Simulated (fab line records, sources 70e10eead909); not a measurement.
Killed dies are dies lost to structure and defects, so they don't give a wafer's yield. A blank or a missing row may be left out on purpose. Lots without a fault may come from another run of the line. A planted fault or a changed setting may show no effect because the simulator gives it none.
Which tool did it? | flow nand_harc | 24 lots, 72 wafers sampled, at 5 steps of a route of 1302

WHAT THE GAUGES READ, wafer by wafer
NHARC_A_M0_OVL_MEAS_10: pitch 160 nm. Usual: overlay_x_nm -0.3 nm, standard deviation 0.96; overlay_y_nm 0.0 nm, standard deviation 0.76.
lot  | measured     | on         | overlay_x_nm (nm) | overlay_y_nm (nm) | flag
L075 | day 23 13:37 | overlay-01 | -2.6 -2.0 -1.6    | 0.7 0.9 1.4       |
L074 | day 23 15:49 | overlay-01 | -0.2 -0.6 -0.6    | 0.3 -0.1 0.0      |
L077 | day 23 17:17 | overlay-01 | 0.7 0.5 0.5       | -0.5 -0.4 -0.3    |
L076 | day 23 17:38 | overlay-01 | -0.3 0.5 0.3      | 0.4 0.7 0.4       |
L079 | day 24 04:47 | overlay-01 | -1.5 -0.1 -0.2    | 0.4 0.9 0.5       |
L078 | day 24 06:07 | overlay-02 | -2.3 -2.5 -1.9    | 1.1 0.6 0.7       |
L080 | day 25 06:27 | overlay-02 | -0.6 -1.1 -0.8    | 1.3 1.5 1.6       |
L081 | day 26 04:03 | overlay-02 | -0.9 -0.7 -1.2    | 0.5 0.4 0.7       |
L082 | day 26 09:16 | overlay-01 | -0.6 -0.2 0.1     | 0.2 -0.3 0.6      |
L083 | day 26 15:51 | overlay-01 | 1.3 1.0 1.5       | 0.3 0.0 -0.1      |
L086 | day 27 13:49 | overlay-01 | -0.7 -0.1 -0.4    | -0.1 -0.8 -0.3    |
L084 | day 27 16:22 | overlay-02 | -0.8 -1.3 -0.9    | 0.1 0.2 0.2       |
L085 | day 27 18:29 | overlay-01 | 0.4 0.4 -0.4      | 0.5 -0.3 -0.2     |
L087 | day 28 12:45 | overlay-02 | 0.5 0.5 0.4       | -1.5 -0.8 -0.8    |
L089 | day 29 06:18 | overlay-01 | -0.5 -1.0 -0.9    | -0.6 -1.3 0.2     |
L088 | day 29 14:14 | overlay-02 | 0.2 0.5 0.3       | -1.0 -0.9 -1.3    |
L090 | day 29 15:43 | overlay-02 | -1.2 -1.5 -1.3    | -0.1 0.0 0.2      |
L093 | day 30 11:41 | overlay-01 | -0.8 -0.4 -1.4    | -1.7 -1.4 -1.2    |
L094 | day 30 12:44 | overlay-01 | 0.9 0.3 1.2       | -0.6 -0.7 -0.6    |
L092 | day 30 16:37 | overlay-02 | -1.2 -0.5 -0.8    | 0.8 1.2 0.1       |
L091 | day 30 19:40 | overlay-01 | -1.4 -1.3 -0.9    | -0.7 -0.9 -0.1    |
L095 | day 31 13:46 | overlay-02 | 0.9 1.1 1.1       | -0.5 0.1 0.1      |
L097 | day 32 13:25 | overlay-02 | 0.5 0.4 0.8       | 0.7 0.6 0.8       |
L096 | day 32 15:24 | overlay-02 | 1.0 1.1 0.9       | -0.6 -0.5 -0.4    |

NHARC_A_M0_INSPECT_11. Usual: raw_defect_count 93, standard deviation 38.
lot  | measured     | on                | raw_defect_count | flag
L075 | day 23 13:39 | defect_inspect-02 | 121 125 137      |
L074 | day 23 15:51 | defect_inspect-01 | 60 93 79         |
L077 | day 23 17:20 | defect_inspect-01 | 99 85 94         |
L076 | day 23 17:41 | defect_inspect-02 | 163 141 161      |
L079 | day 24 04:49 | defect_inspect-01 | 101 108 90       |
L078 | day 24 06:08 | defect_inspect-02 | 26 26 22         |
L080 | day 25 06:29 | defect_inspect-02 | 114 122 90       |
L081 | day 26 04:05 | defect_inspect-01 | 103 81 101       |
L082 | day 26 09:18 | defect_inspect-01 | 84 77 92         |
L083 | day 26 15:53 | defect_inspect-01 | 80 87 87         |
L086 | day 27 13:50 | defect_inspect-01 | 44 49 40         |
L084 | day 27 16:24 | defect_inspect-02 | 57 55 60         |
L085 | day 27 18:31 | defect_inspect-01 | 70 67 55         |
L087 | day 28 12:47 | defect_inspect-01 | 139 160 155      |
L089 | day 29 06:20 | defect_inspect-02 | 168 164 149      |
L088 | day 29 14:17 | defect_inspect-02 | 38 34 23         |
L090 | day 29 15:44 | defect_inspect-01 | 90 66 82         |
L093 | day 30 11:43 | defect_inspect-02 | 103 90 114       |
L094 | day 30 12:46 | defect_inspect-01 | 84 67 92         |
L092 | day 30 16:40 | defect_inspect-01 | 96 129 124       |
L091 | day 30 19:43 | defect_inspect-01 | 72 68 82         |
L095 | day 31 13:48 | defect_inspect-01 | 74 64 80         |
L097 | day 32 13:27 | defect_inspect-01 | 125 141 135      |
L096 | day 32 15:26 | defect_inspect-01 | 131 123 135      |

WHICH TOOL RAN EACH LOT (tool, then ch and the chambers of the sampled wafers, then the start)
lot  | NHARC_A_BLC_DESCUM_15              | NHARC_A_BLC_STRIP_21               | NHARC_A_BLC_PVD_32
L075 | rie_diel-12 ch 1,2,3, day 23 09:49 | rie_diel-09 ch 0,1,2, day 23 10:58 | pvd_sputter-02, day 23 13:37 or earlier
L074 | rie_diel-12 ch 0,1,2, day 23 11:53 | rie_diel-12 ch 2,3, day 23 13:02   | pvd_sputter-02, day 23 15:49 or earlier
L077 | rie_diel-09 ch 0,1, day 23 12:29   | rie_diel-09 ch 1,2,3, day 23 14:03 | pvd_sputter-03, day 23 17:17 or earlier
L076 | rie_diel-12 ch 0,1,3, day 23 13:50 | rie_diel-02 ch 0,3, day 23 14:58   | pvd_sputter-03, day 23 17:38 or earlier
L079 | rie_diel-12 ch 1,2,3, day 24 00:58 | rie_diel-09 ch 0,2,3, day 24 02:07 | pvd_sputter-01, day 24 04:47 or earlier
L078 | rie_diel-12 ch 0,1,3, day 24 02:12 | rie_diel-12 ch 0,1,2, day 24 03:20 | pvd_sputter-01, day 24 06:07 or earlier
L080 | rie_diel-09 ch 0,3, day 25 02:31   | rie_diel-12 ch 0,2,3, day 25 03:42 | pvd_sputter-03, day 25 06:27 or earlier
L081 | rie_diel-12 ch 0,2, day 25 23:47   | rie_diel-12 ch 0,2,3, day 26 01:25 | pvd_sputter-02, day 26 04:03 or earlier
L082 | rie_diel-12 ch 0,2,3, day 26 05:29 | rie_diel-12 ch 0,2,3, day 26 06:37 | pvd_sputter-01, day 26 09:16 or earlier
L083 | rie_diel-12 ch 1,2, day 26 11:52   | rie_diel-09 ch 0,2, day 26 13:04   | pvd_sputter-03, day 26 15:51 or earlier
L086 | rie_diel-09 ch 0,1,3, day 27 09:47 | rie_diel-02 ch 0,2, day 27 10:55   | pvd_sputter-01, day 27 13:49 or earlier
L084 | rie_diel-02 ch 0,1,3, day 27 12:26 | rie_diel-12 ch 1,3, day 27 13:35   | pvd_sputter-03, day 27 16:22 or earlier
L085 | rie_diel-12 ch 0,1,3, day 27 14:26 | rie_diel-09 ch 1,2,3, day 27 15:35 | pvd_sputter-01, day 27 18:29 or earlier
L087 | rie_diel-12 ch 0,3, day 28 08:46   | rie_diel-02 ch 0,3, day 28 09:55   | pvd_sputter-01, day 28 12:45 or earlier
L089 | rie_diel-12 ch 0,2,3, day 29 02:28 | rie_diel-12 ch 1,2,3, day 29 03:38 | pvd_sputter-01, day 29 06:18 or earlier
L088 | rie_diel-02 ch 0,1,3, day 29 10:16 | rie_diel-12 ch 1,2,3, day 29 11:24 | pvd_sputter-01, day 29 14:14 or earlier
L090 | rie_diel-09 ch 0,1,3, day 29 11:45 | rie_diel-12 ch 0,1,3, day 29 12:55 | pvd_sputter-01, day 29 15:43 or earlier
L093 | rie_diel-09 ch 0,3, day 30 07:37   | rie_diel-09 ch 0,3, day 30 08:46   | pvd_sputter-02, day 30 11:41 or earlier
L094 | rie_diel-09 ch 0,2, day 30 08:50   | rie_diel-12 ch 1,2,3, day 30 09:58 | pvd_sputter-02, day 30 12:44 or earlier
L092 | rie_diel-12 ch 0,3, day 30 12:41   | rie_diel-09 ch 0,3, day 30 13:50   | pvd_sputter-02, day 30 16:37 or earlier
L091 | rie_diel-09 ch 0,2, day 30 15:34   | rie_diel-09 ch 0,1,2, day 30 16:43 | pvd_sputter-01, day 30 19:40 or earlier
L095 | rie_diel-12 ch 1,2, day 31 09:44   | rie_diel-09 ch 0,3, day 31 10:53   | pvd_sputter-02, day 31 13:46 or earlier
L097 | rie_diel-09 ch 1,2, day 32 09:28   | rie_diel-09 ch 0,2,3, day 32 10:38 | pvd_sputter-02, day 32 13:25 or earlier
L096 | rie_diel-12 ch 0,2,3, day 32 11:29 | rie_diel-12 ch 2,3, day 32 12:37   | pvd_sputter-03, day 32 15:24 or earlier
- NHARC_A_BLC_DESCUM_15: chemistry O2, time 3 s.
- NHARC_A_BLC_STRIP_21: strips in O2.
- NHARC_A_BLC_PVD_32: deposits Ti, target thk 5 nm, time 17.7 s.

WHAT THE TOOLS THEMSELVES READ (means of the sampled wafers that have a number; where no wafer has one, the mark that the record gives instead)
NHARC_A_BLC_DESCUM_15. Usual: drypump_motor_current_A 5.8 A, standard deviation 0.34; oes_product_au 1.002 a.u., standard deviation 0.0079; rf_vpp_V 57.6 V, standard deviation 0.93; showerhead_plenum_p_Torr 1.89 Torr, standard deviation 0.087; throttle_valve_pct 11.310 %, standard deviation 0.0083.
lot  | tool        | drypump_motor_current_A (A) | oes_product_au (a.u.) | rf_vpp_V (V) | showerhead_plenum_p_Torr (Torr) | throttle_valve_pct (%) | flag
L075 | rie_diel-12 | 5.6                         | 1.004                 | 56.8         | 1.92                            | 11.313                 |
L074 | rie_diel-12 | 5.5                         | 1.011                 | 58.3         | 1.92                            | 11.303                 |
L077 | rie_diel-09 | 5.8                         | 1.012                 | 57.8         | 1.89                            | 11.306                 |
L076 | rie_diel-12 | 5.6                         | 1.003                 | 57.4         | 1.87                            | 11.313                 |
L079 | rie_diel-12 | 5.6                         | 1.002                 | 57.4         | 1.92                            | 11.306                 |
L078 | rie_diel-12 | 5.6                         | 1.007                 | 57.2         | 1.87                            | 11.312                 |
L080 | rie_diel-09 | 6.1                         | 1.006                 | 57.0         | 1.81                            | 11.319                 |
L081 | rie_diel-12 | 5.6                         | 0.999                 | 58.3         | 1.90                            | 11.305                 |
L082 | rie_diel-12 | 5.6                         | 0.996                 | 57.5         | 1.85                            | 11.315                 |
L083 | rie_diel-12 | 5.5                         | 0.995                 | 58.0         | 1.97                            | 11.317                 |
L086 | rie_diel-09 | 6.0                         | 0.996                 | 57.9         | 1.87                            | 11.312                 |
L084 | rie_diel-02 | 5.9                         | 1.004                 | 57.8         | 1.79                            | 11.306                 |
L085 | rie_diel-12 | 5.6                         | 1.003                 | 58.4         | 1.87                            | 11.312                 |
L087 | rie_diel-12 | 5.7                         | 0.997                 | 56.4         | 1.81                            | 11.306                 |
L089 | rie_diel-12 | 5.6                         | 1.002                 | 57.0         | 1.85                            | 11.307                 |
L088 | rie_diel-02 | 6.0                         | 0.999                 | 56.9         | 1.78                            | 11.312                 |
L090 | rie_diel-09 | 6.0                         | 0.999                 | 58.1         | 1.87                            | 11.314                 |
L093 | rie_diel-09 | 5.9                         | 1.009                 | 58.1         | 1.82                            | 11.309                 |
L094 | rie_diel-09 | 6.0                         | 0.999                 | 57.6         | 1.89                            | 11.309                 |
L092 | rie_diel-12 | 5.7                         | 0.995                 | 57.4         | 1.81                            | 11.309                 |
L091 | rie_diel-09 | 6.0                         | 0.996                 | 57.1         | 1.89                            | 11.316                 |
L095 | rie_diel-12 | 5.5                         | 0.997                 | 58.2         | 1.97                            | 11.313                 |
L097 | rie_diel-09 | 6.3                         | 0.998                 | 57.8         | 1.98                            | 11.310                 |
L096 | rie_diel-12 | 5.6                         | 1.000                 | 57.7         | 1.85                            | 11.315                 |

NHARC_A_BLC_STRIP_21. Usual: drypump_motor_current_A 5.9 A, standard deviation 0.37; oes_product_au 1.001 a.u., standard deviation 0.0085; rf_vpp_V 57.7 V, standard deviation 0.94; showerhead_plenum_p_Torr 3.48 Torr, standard deviation 0.15; throttle_valve_pct 17.037 %, standard deviation 0.0096.
lot  | tool        | drypump_motor_current_A (A) | oes_product_au (a.u.) | rf_vpp_V (V) | showerhead_plenum_p_Torr (Torr) | throttle_valve_pct (%) | flag
L075 | rie_diel-09 | 6.1                         | 1.004                 | 58.3         | 3.57                            | 17.042                 |
L074 | rie_diel-12 | 5.7                         | 1.004                 | 57.6         | 3.51                            | 17.027                 |
L077 | rie_diel-09 | 6.3                         | 1.006                 | 57.7         | 3.54                            | 17.040                 |
L076 | rie_diel-02 | 6.0                         | 0.989                 | 57.1         | 3.31                            | 17.034                 |
L079 | rie_diel-09 | 6.2                         | 1.007                 | 57.5         | 3.45                            | 17.045                 |
L078 | rie_diel-12 | 5.5                         | 1.003                 | 57.5         | 3.54                            | 17.036                 |
L080 | rie_diel-12 | 5.6                         | 1.005                 | 58.1         | 3.43                            | 17.025                 |
L081 | rie_diel-12 | 5.6                         | 0.993                 | 57.8         | 3.43                            | 17.040                 |
L082 | rie_diel-12 | 5.6                         | 1.006                 | 57.0         | 3.43                            | 17.038                 |
L083 | rie_diel-09 | 6.2                         | 1.004                 | 57.5         | 3.57                            | 17.035                 |
L086 | rie_diel-02 | 6.1                         | 1.001                 | 57.3         | 3.44                            | 17.031                 |
L084 | rie_diel-12 | 5.5                         | 0.999                 | 58.0         | 3.57                            | 17.051                 |
L085 | rie_diel-09 | 6.3                         | 1.006                 | 58.1         | 3.53                            | 17.029                 |
L087 | rie_diel-02 | 6.1                         | 0.998                 | 57.9         | 3.29                            | 17.038                 |
L089 | rie_diel-12 | 5.6                         | 0.992                 | 58.0         | 3.54                            | 17.039                 |
L088 | rie_diel-12 | 5.6                         | 0.994                 | 57.0         | 3.54                            | 17.043                 |
L090 | rie_diel-12 | 5.6                         | 1.000                 | 58.1         | 3.45                            | 17.035                 |
L093 | rie_diel-09 | 6.1                         | 1.003                 | 57.1         | 3.34                            | 17.035                 |
L094 | rie_diel-12 | 5.6                         | 0.997                 | 57.7         | 3.54                            | 17.040                 |
L092 | rie_diel-09 | 6.1                         | 1.000                 | 57.2         | 3.34                            | 17.030                 |
L091 | rie_diel-09 | 6.1                         | 1.004                 | 57.4         | 3.56                            | 17.042                 |
L095 | rie_diel-09 | 6.0                         | 0.998                 | 56.5         | 3.36                            | 17.041                 |
L097 | rie_diel-09 | 6.2                         | 1.001                 | 57.1         | 3.45                            | 17.040                 |
L096 | rie_diel-12 | 5.7                         | 0.998                 | 57.9         | 3.51                            | 17.044                 |

NHARC_A_BLC_PVD_32. Usual: cathode_dc_power_W 5000.1 W, standard deviation 0.96; throttle_valve_pct 29.7 %, standard deviation 1.2.
lot  | tool           | cathode_dc_power_W (W) | throttle_valve_pct (%) | flag
L075 | pvd_sputter-02 | 4999.2                 | 29.9                   |
L074 | pvd_sputter-02 | 5000.2                 | 29.2                   |
L077 | pvd_sputter-03 | 4998.8                 | 28.6                   |
L076 | pvd_sputter-03 | 5000.4                 | 29.3                   |
L079 | pvd_sputter-01 | 5000.1                 | 30.4                   |
L078 | pvd_sputter-01 | 5000.2                 | 30.5                   |
L080 | pvd_sputter-03 | 5001.3                 | 29.0                   |
L081 | pvd_sputter-02 | 4999.8                 | 30.3                   |
L082 | pvd_sputter-01 | 5000.6                 | 31.7                   |
L083 | pvd_sputter-03 | 5000.6                 | 29.6                   |
L086 | pvd_sputter-01 | 5000.4                 | 29.4                   |
L084 | pvd_sputter-03 | 5000.5                 | 29.6                   |
L085 | pvd_sputter-01 | 4999.7                 | 29.4                   |
L087 | pvd_sputter-01 | 4999.5                 | 28.5                   |
L089 | pvd_sputter-01 | 5000.2                 | 30.7                   |
L088 | pvd_sputter-01 | 4999.4                 | 29.7                   |
L090 | pvd_sputter-01 | 5000.0                 | 30.6                   |
L093 | pvd_sputter-02 | 5000.1                 | 29.0                   |
L094 | pvd_sputter-02 | 5001.7                 | 29.2                   |
L092 | pvd_sputter-02 | 4999.6                 | 29.0                   |
L091 | pvd_sputter-01 | 5001.4                 | 30.2                   |
L095 | pvd_sputter-02 | 5000.9                 | 29.2                   |
L097 | pvd_sputter-02 | 5000.2                 | 29.0                   |
L096 | pvd_sputter-03 | 4999.9                 | 30.2                   |

THE ANSWER, worked out from the rows above alone
Rule: a lot is off if the mean of its wafers that have a number lies more than 3 standard deviations from the usual mean. A lot without any number at a reading at which 4 lots or more have one is off too. The other lots that the step has rows for count as sound. The gauges are gone through in route order, then the tools' own readings, and for those a lot's mean is taken as printed above. The first step at which some lot is off is used, and at that step the reading that is off furthest; a lot without a number counts as furthest.
No lot is off at any reading shown: from this, nothing can be told.

WHAT THE SIMULATOR HAD PUT IN
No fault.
